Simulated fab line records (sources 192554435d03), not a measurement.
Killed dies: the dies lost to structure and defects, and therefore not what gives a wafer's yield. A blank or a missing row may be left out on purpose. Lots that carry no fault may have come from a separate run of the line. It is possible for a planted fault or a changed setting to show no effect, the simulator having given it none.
Matching of chambers || flow n5Finfet || N5_BEOL_M2_VIA_ETCH_34 on rieDiel-05: 4 sister chambers
The step etches the open film in C4F6/O2, target depth 69.4 nm, time 65.9 s. 8 wafers are shown with their chamber, then 10 later ones without.

EACH WAFER AND ITS CHAMBER
{"wafer": "L081.1", "chamber": 3, "throttleValvePct (%)": 29.9, "showerheadPlenumPTorr (Torr)": 2.91}
{"wafer": "L081.5", "chamber": 0, "throttleValvePct (%)": 30.2, "showerheadPlenumPTorr (Torr)": 2.99}
{"wafer": "L082.5", "chamber": 2, "throttleValvePct (%)": 30.3, "showerheadPlenumPTorr (Torr)": 2.76}
{"wafer": "L085.1", "chamber": 0, "throttleValvePct (%)": 30.2, "showerheadPlenumPTorr (Torr)": 2.99}
{"wafer": "L085.3", "chamber": 2, "throttleValvePct (%)": 30.4, "showerheadPlenumPTorr (Torr)": 2.76}
{"wafer": "L085.4", "chamber": 1, "throttleValvePct (%)": 31.5, "showerheadPlenumPTorr (Torr)": 2.97}
{"wafer": "L087.3", "chamber": 3, "throttleValvePct (%)": 29.9, "showerheadPlenumPTorr (Torr)": 2.90}
{"wafer": "L087.4", "chamber": 1, "throttleValvePct (%)": 31.5, "showerheadPlenumPTorr (Torr)": 2.97}

WAFERS WHOSE CHAMBER IS MISSING
{"wafer": "L087.5", "throttleValvePct (%)": 31.5, "showerheadPlenumPTorr (Torr)": 2.97}
{"wafer": "L089.1", "throttleValvePct (%)": 30.2, "showerheadPlenumPTorr (Torr)": 2.98}
{"wafer": "L089.4", "throttleValvePct (%)": 30.4, "showerheadPlenumPTorr (Torr)": 2.75}
{"wafer": "L089.6", "throttleValvePct (%)": 30.4, "showerheadPlenumPTorr (Torr)": 2.75}
{"wafer": "L096.1", "throttleValvePct (%)": 31.6, "showerheadPlenumPTorr (Torr)": 2.96}
{"wafer": "L096.2", "throttleValvePct (%)": 30.0, "showerheadPlenumPTorr (Torr)": 2.90}
{"wafer": "L096.6", "throttleValvePct (%)": 30.4, "showerheadPlenumPTorr (Torr)": 2.75}
{"wafer": "L097.1", "throttleValvePct (%)": 30.0, "showerheadPlenumPTorr (Torr)": 2.90}
{"wafer": "L097.3", "throttleValvePct (%)": 30.2, "showerheadPlenumPTorr (Torr)": 2.98}
{"wafer": "L097.5", "throttleValvePct (%)": 30.2, "showerheadPlenumPTorr (Torr)": 2.98}

EACH ONE'S CHAMBER
{"wafer": "L087.5", "from the rows above": 1, "in truth": 1}
{"wafer": "L089.1", "from the rows above": 0, "in truth": 0}
{"wafer": "L089.4", "from the rows above": 2, "in truth": 2}
{"wafer": "L089.6", "from the rows above": 2, "in truth": 2}
{"wafer": "L096.1", "from the rows above": 1, "in truth": 1}
{"wafer": "L096.2", "from the rows above": 3, "in truth": 3}
{"wafer": "L096.6", "from the rows above": 2, "in truth": 2}
{"wafer": "L097.1", "from the rows above": 3, "in truth": 3}
{"wafer": "L097.3", "from the rows above": 0, "in truth": 0}
{"wafer": "L097.5", "from the rows above": 0, "in truth": 0}
Correctly placed: 10 of 10. Left unplaced by these rows: 0. 0 placed wrongly.
How it was worked out, from the rows above alone: a wafer's distance from a chamber is the root of the sum, over the readings, of the square of ((its reading less the chamber's mean) divided by the reading's scatter). The wafer belongs to the nearest chamber; if the next one is less than 2 further off, it can't be placed. Each chamber's mean is taken over the wafers shown for it. The scatter is the square root of a quotient: the sum, over the shown wafers, of each reading's squared deviation from its chamber's mean, divided by wafers minus chambers.
